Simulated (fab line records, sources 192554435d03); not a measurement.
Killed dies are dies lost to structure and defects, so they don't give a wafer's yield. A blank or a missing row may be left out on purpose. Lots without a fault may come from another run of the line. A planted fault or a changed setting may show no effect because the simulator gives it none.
Which tool did it? | flow n5_finfet | 11 lots, 32 wafers sampled, at 1 step of a route of 1938

WHAT THE GAUGES READ, wafer by wafer
N5_BEOL_M4_RC_MEAS_101. Usual: DIBL_N 35.7 mV/V, standard deviation 1.5; DIBL_P 35.7 mV/V, standard deviation 2; IOFF_N 0.155 nA/um, standard deviation 0.026; IOFF_P 0.20 nA/um, standard deviation 0.031; ION_N 675 uA/um, standard deviation 11; ION_P 462 uA/um, standard deviation 7.1; SS_N 71.3 mV/dec, standard deviation 0.57; SS_P 73.1 mV/dec, standard deviation 0.56; VT_N 250 mV, standard deviation 3; VT_P -251 mV, standard deviation 3.
lot  | measured     | on        | DIBL_N (mV/V)  | DIBL_P (mV/V)  | IOFF_N (nA/um)    | IOFF_P (nA/um) | ION_N (uA/um) | ION_P (uA/um) | SS_N (mV/dec)  | SS_P (mV/dec)  | VT_N (mV)   | VT_P (mV)      | flag
L874 | day 8 07:52  | prober-02 | 36.7 37.2 35.3 | 36.3 36.8 34.4 | 0.153 0.171 0.142 | 0.21 0.23 0.18 | 667 673 666   | 459 459 461   | 71.6 71.7 71.2 | 72.7 73.6 72.6 | 251 250 252 | -252 -249 -251 |
L879 | day 9 06:25  | prober-01 | 32.8 30.9 34.8 | 32.8 30.8 34.6 | 0.124 0.101 0.152 | 0.17 0.14 0.19 | 669 638 676   | 460 444 460   | 71.5 69.9 71.7 | 72.4 71.8 72.7 | 251 256 247 | -251 -255 -252 |
L882 | day 10 09:34 | prober-01 | 36.5 35.9 37.2 | 35.5 34.9 35.3 | 0.148 0.127 0.156 | 0.22 0.20 0.22 | 666 666 662   | 462 464 453   | 71.8 71.2 71.4 | 73.4 73.2 73.3 | 252 252 254 | -249 -250 -246 |
L884 | day 10 16:27 | prober-01 | 34.5 37.3 37.2 | 35.2 38.2 37.7 | 0.134 0.171 0.164 | 0.16 0.20 0.20 | 678 684 682   | 463 462 461   | 71.0 72.0 71.2 | 72.7 74.3 74.1 | 251 247 250 | -255 -254 -252 |
L889 | day 11 20:23 | prober-02 | 37.2 37.9 36.4 | 36.8 38.4 36.6 | 0.162 0.173 0.152 | 0.21 0.23 0.21 | 670 679 672   | 459 462 456   | 71.5 71.5 72.0 | 73.0 73.5 72.5 | 253 250 251 | -248 -249 -250 |
L891 | day 12 03:52 | prober-01 | 35.5 37.5 35.3 | 35.8 39.5 35.7 | 0.158 0.209 0.144 | 0.20 0.26 0.20 | 681 700 661   | 464 476 460   | 70.7 71.8 71.2 | 73.1 73.2 72.8 | 246 242 249 | -251 -247 -250 |
L893 | day 12 22:20 | prober-01 | 34.8 36.9 36.3 | 33.1 36.3 35.8 | 0.112 0.160 0.146 | 0.18 0.23 0.22 | 654 682 679   | 458 474 468   | 71.0 71.2 71.5 | 72.4 73.0 72.6 | 255 248 250 | -251 -247 -249 |
L894 | day 13 17:22 | prober-01 | 34.4 33.9 36.7 | 34.9 34.4 37.3 | 0.137 0.128 0.166 | 0.18 0.18 0.21 | 666 659 675   | 456 456 459   | 71.0 71.1 71.2 | 72.7 72.4 73.2 | 251 252 250 | -253 -255 -253 |
L895 | day 14 00:05 | prober-02 | 31.0 36.2 37.6 | 29.9 35.2 38.5 | 0.093 0.162 0.201 | 0.14 0.20 0.26 | 657 678 679   | 459 460 464   | 69.6 71.8 71.5 | 71.6 73.4 73.3 | 255 248 249 | -254 -250 -248 |
L896 | day 14 00:10 | prober-01 | 36.4 37.0      | 38.0 39.4      | 0.163 0.172       | 0.20 0.22      | 666 676       | 459 464       | 71.1 71.1      | 73.1 73.1      | 246 249     | -252 -251      |
L897 | day 14 08:04 | prober-02 | 36.7 37.4 35.5 | 38.3 38.4 37.9 | 0.173 0.189 0.159 | 0.21 0.22 0.21 | 680 674 683   | 466 461 462   | 72.6 71.5 72.3 | 73.2 73.3 72.8 | 247 246 249 | -251 -251 -250 |

WHICH TOOL RAN EACH LOT (tool, then ch and the chambers of the sampled wafers, then the start)
The record holds no process step before these readings.

WHAT THE TOOLS THEMSELVES READ (means of the sampled wafers that have a number; where no wafer has one, the mark that the record gives instead)
The record holds no such reading with a usual standard deviation.

THE ANSWER, worked out from the rows above alone
Rule: a lot is off if the mean of its wafers that have a number lies more than 3 standard deviations from the usual mean. A lot without any number at a reading at which 4 lots or more have one is off too. The other lots that the step has rows for count as sound. The gauges are gone through in route order, then the tools' own readings, and for those a lot's mean is taken as printed above. The first step at which some lot is off is used, and at that step the reading that is off furthest; a lot without a number counts as furthest.
No lot is off at any reading shown: from this, nothing can be told.

WHAT THE SIMULATOR HAD PUT IN
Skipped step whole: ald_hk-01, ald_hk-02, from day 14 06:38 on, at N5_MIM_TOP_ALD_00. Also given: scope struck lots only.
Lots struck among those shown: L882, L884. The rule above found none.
